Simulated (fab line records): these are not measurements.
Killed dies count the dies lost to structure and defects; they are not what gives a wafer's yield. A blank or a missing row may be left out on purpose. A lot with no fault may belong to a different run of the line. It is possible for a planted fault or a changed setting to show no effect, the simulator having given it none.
Chamber matching :: flow n5 finfet :: N5_BEOL_M9_ETCH_66 on rie diel-06: 4 sister chambers
The step etches SOC in N2/H2, target depth 80 nm, overetch 16 nm, time 120 s. 14 wafers are shown with their chamber, then 7 later ones without.

== WAFERS WITH THEIR CHAMBER ==
wafer: L074.2
chamber: 0
showerhead plenum p Torr (Torr): 2.42
oes product au (a.u.): 0.57
rf vpp V (V): 520.5

wafer: L074.3
chamber: 3
showerhead plenum p Torr (Torr): 2.64
oes product au (a.u.): 0.57
rf vpp V (V): 526.9

wafer: L074.4
chamber: 1
showerhead plenum p Torr (Torr): 2.70
oes product au (a.u.): 0.66
rf vpp V (V): 528.3

wafer: L075.2
chamber: 3
showerhead plenum p Torr (Torr): 2.64
oes product au (a.u.): 0.57
rf vpp V (V): 525.5

wafer: L075.4
chamber: 1
showerhead plenum p Torr (Torr): 2.70
oes product au (a.u.): 0.66
rf vpp V (V): 527.1

wafer: L075.5
chamber: 3
showerhead plenum p Torr (Torr): 2.64
oes product au (a.u.): 0.57
rf vpp V (V): 527.5

wafer: L076.1
chamber: 3
showerhead plenum p Torr (Torr): 2.64
oes product au (a.u.): 0.56
rf vpp V (V): 526.1

wafer: L076.3
chamber: 1
showerhead plenum p Torr (Torr): 2.70
oes product au (a.u.): 0.65
rf vpp V (V): 527.1

wafer: L076.4
chamber: 1
showerhead plenum p Torr (Torr): 2.70
oes product au (a.u.): 0.66
rf vpp V (V): 529.3

wafer: L081.1
chamber: 0
showerhead plenum p Torr (Torr): 2.41
oes product au (a.u.): 0.56
rf vpp V (V): 521.1

wafer: L081.2
chamber: 3
showerhead plenum p Torr (Torr): 2.63
oes product au (a.u.): 0.56
rf vpp V (V): 526.4

wafer: L081.3
chamber: 1
showerhead plenum p Torr (Torr): 2.69
oes product au (a.u.): 0.64
rf vpp V (V): 528.5

wafer: L085.2
chamber: 2
showerhead plenum p Torr (Torr): 2.49
oes product au (a.u.): 0.68
rf vpp V (V): 522.9

wafer: L085.3
chamber: 3
showerhead plenum p Torr (Torr): 2.63
oes product au (a.u.): 0.56
rf vpp V (V): 525.4

SIGNATURES (means of the wafers above)
reading: showerhead plenum p Torr
chamber 0: 2.4150
chamber 1: 2.6980
chamber 2: 2.4900
chamber 3: 2.6367
scatter within a chamber: 0.00513

reading: oes product au
chamber 0: 0.5650
chamber 1: 0.6540
chamber 2: 0.6800
chamber 3: 0.5650
scatter within a chamber: 0.00721

reading: rf vpp V
chamber 0: 520.800
chamber 1: 528.060
chamber 2: 522.900
chamber 3: 526.300
scatter within a chamber: 0.843
Rule: for each reading, subtract the chamber's mean from the wafer's reading, divide by that reading's scatter and square the result; add these up over the readings and take the root, which gives the wafer's distance from the chamber. If the next closest chamber is less than 2 further off than the closest, the wafer can't be placed; otherwise it belongs to the closest. The scatter: the root of (the sum of the squares of (reading less its chamber's mean) over the shown wafers, divided by (wafers less chambers)).

== WAFERS WHOSE CHAMBER IS MISSING ==
wafer: L085.6
showerhead plenum p Torr (Torr): 2.41
oes product au (a.u.): 0.54
rf vpp V (V): 520.3

wafer: L096.1
showerhead plenum p Torr (Torr): 2.62
oes product au (a.u.): 0.55
rf vpp V (V): 526.9

wafer: L096.2
showerhead plenum p Torr (Torr): 2.68
oes product au (a.u.): 0.62
rf vpp V (V): 526.7

wafer: L096.3
showerhead plenum p Torr (Torr): 2.49
oes product au (a.u.): 0.65
rf vpp V (V): 521.8

wafer: L097.1
showerhead plenum p Torr (Torr): 2.48
oes product au (a.u.): 0.65
rf vpp V (V): 522.1

wafer: L097.4
showerhead plenum p Torr (Torr): 2.68
oes product au (a.u.): 0.62
rf vpp V (V): 527.9

wafer: L097.5
showerhead plenum p Torr (Torr): 2.68
oes product au (a.u.): 0.62
rf vpp V (V): 528.8

== THE CHAMBER EACH PASSED THROUGH ==
wafer: L085.6
from the rows above: 0
in truth: 0

wafer: L096.1
from the rows above: 3
in truth: 3

wafer: L096.2
from the rows above: 1
in truth: 1

wafer: L096.3
from the rows above: 2
in truth: 2

wafer: L097.1
from the rows above: 2
in truth: 2

wafer: L097.4
from the rows above: 1
in truth: 1

wafer: L097.5
from the rows above: 1
in truth: 1
7 of 7 placed correctly. Left unplaced by these rows: 0. Number placed wrongly: 0.
